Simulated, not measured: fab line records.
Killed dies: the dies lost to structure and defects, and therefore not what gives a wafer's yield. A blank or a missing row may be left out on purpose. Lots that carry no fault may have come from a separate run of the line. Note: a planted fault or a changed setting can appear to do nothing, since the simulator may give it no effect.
Struck lot and sound lot, side by side || flow n5_finfet || 15 out of 1938 route steps
Sound: wafers L930.1, L930.2, L930.6. Wafers L937.5, L937.6 were the ones struck. The cause comes at the end.
Each step with rows lists, per side, the tool, then ch with its chambers, then its first start. Under that, the readings that differ: sound wafers || struck wafers || difference of the means || sigmas: that difference in standard deviations of wafers without a fault.
alike: a reading whose means differ by less than 2 such deviations, as well as words and numbers matching on both sides. not compared: withheld readings; readings where some wafer has no value; bounds like >300 that might hide an equal value; numbers whose values overlap and for which the record gives no deviation.
The two part at a step that has a row with sigmas, a row that says differs or no value, or rows on one side only. Numbers that don't overlap but have no deviation are shown without sigmas and don't part them. A reading that every wafer of one side lacks parts them only if that side has two wafers or more.

N5_BEOL_M3_ANNEAL_87: time 240 s.
  sound on pvd_sputter-03, day 9 12:43; struck on pvd_sputter-03, day 11 08:07
  alike: heater_power_w
then, 1 step without rows for these wafers: N5_BEOL_M3_SPUTTER_88 (material Cu, target thk 4.5 nm, time 8.29 s).
N5_BEOL_M3_ANNEAL_89: time 240 s.
  sound on pvd_sputter-03, day 9 12:56; struck on pvd_sputter-03, day 11 08:20
  alike: heater_power_w
N5_BEOL_M3_SPUTTER_90: material Cu, target thk 4.5 nm, time 8.29 s.
  sound on pvd_sputter-03, day 9 13:04; struck on pvd_sputter-03, day 11 08:27
  alike: throttle_valve_pct
then, 3 steps without rows for these wafers: N5_BEOL_M3_ANNEAL_91 (time 240 s); N5_BEOL_M3_SPUTTER_92 (material Cu, target thk 4.5 nm, time 8.29 s); N5_BEOL_M3_ANNEAL_93 (time 240 s).
N5_BEOL_M3_SPUTTER_94: material Cu, target thk 4.5 nm, time 8.29 s.
  sound on pvd_sputter-03, day 9 13:31; struck on pvd_sputter-03, day 11 08:53
  alike: throttle_valve_pct
then, 1 step without rows for these wafers: N5_BEOL_M3_ANNEAL_95 (time 240 s).
N5_BEOL_M3_SPUTTER_96: material Cu, target thk 4.5 nm, time 8.29 s.
  sound on pvd_sputter-03, day 9 13:44; struck on pvd_sputter-03, day 11 09:07
  alike: throttle_valve_pct
then, 2 steps without rows for these wafers: N5_BEOL_M3_ECD_50 (material Cu, target thk 300 nm); N5_BEOL_M3_ANNEAL_51 (time 90 s).
N5_BEOL_M3_CMP_52: polishes, stops on SiOC, t overpolish 6.8 s, target thk 40 nm.
  sound on cmp-01 ch 0,3, day 9 14:14; struck on cmp-02 ch 2,3, day 11 09:44
{"reading": "barrier_field_endpoint_s (s)", "sound": "25.0 24.0 24.6", "struck": "13.9 14.1", "difference": -10.5, "sigmas": -18}
{"reading": "time_to_endpoint_s (s)", "sound": "64.9 57.8 61.5", "struck": "31.5 32.3", "difference": -29.5, "sigmas": -11}
{"reading": "model.Cu_of_BEOL_M3_ECD_50.thk_nm (nm)", "sound": "40 40.2 41.2", "struck": "37.2 36.6", "difference": -3.6, "sigmas": ""}
{"reading": "model.SiOC_of_BEOL_M3_ILD_DEP_00.thk_nm (nm)", "sound": "74.6 75.6 77", "struck": "74.2 73.4", "difference": -1.9, "sigmas": ""}
  alike: motor_current_A, overpolish_run_s
N5_BEOL_M4_RC_MEAS_101:
  sound on prober-01 ch 0, day 10 08:56; struck on prober-02 ch 0, day 11 21:40
  alike: DIBL_N, DIBL_P, IOFF_N, IOFF_P, ION_N, ION_P, SS_N, SS_P, VT_N, VT_P
N5_PASSIVATION_PROBE_49:
  sound wafers here have rows in the record (prober-02, day 14 16:00); struck ones have none

== WHERE THEY PART ==
Earliest at N5_BEOL_M3_CMP_52; latest, in this record, at N5_PASSIVATION_PROBE_49.

WHY: the cause the simulator had injected
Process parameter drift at N5_BEOL_M3_CMP_52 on cmp-02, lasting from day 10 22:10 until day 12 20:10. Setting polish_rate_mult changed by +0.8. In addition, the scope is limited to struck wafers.
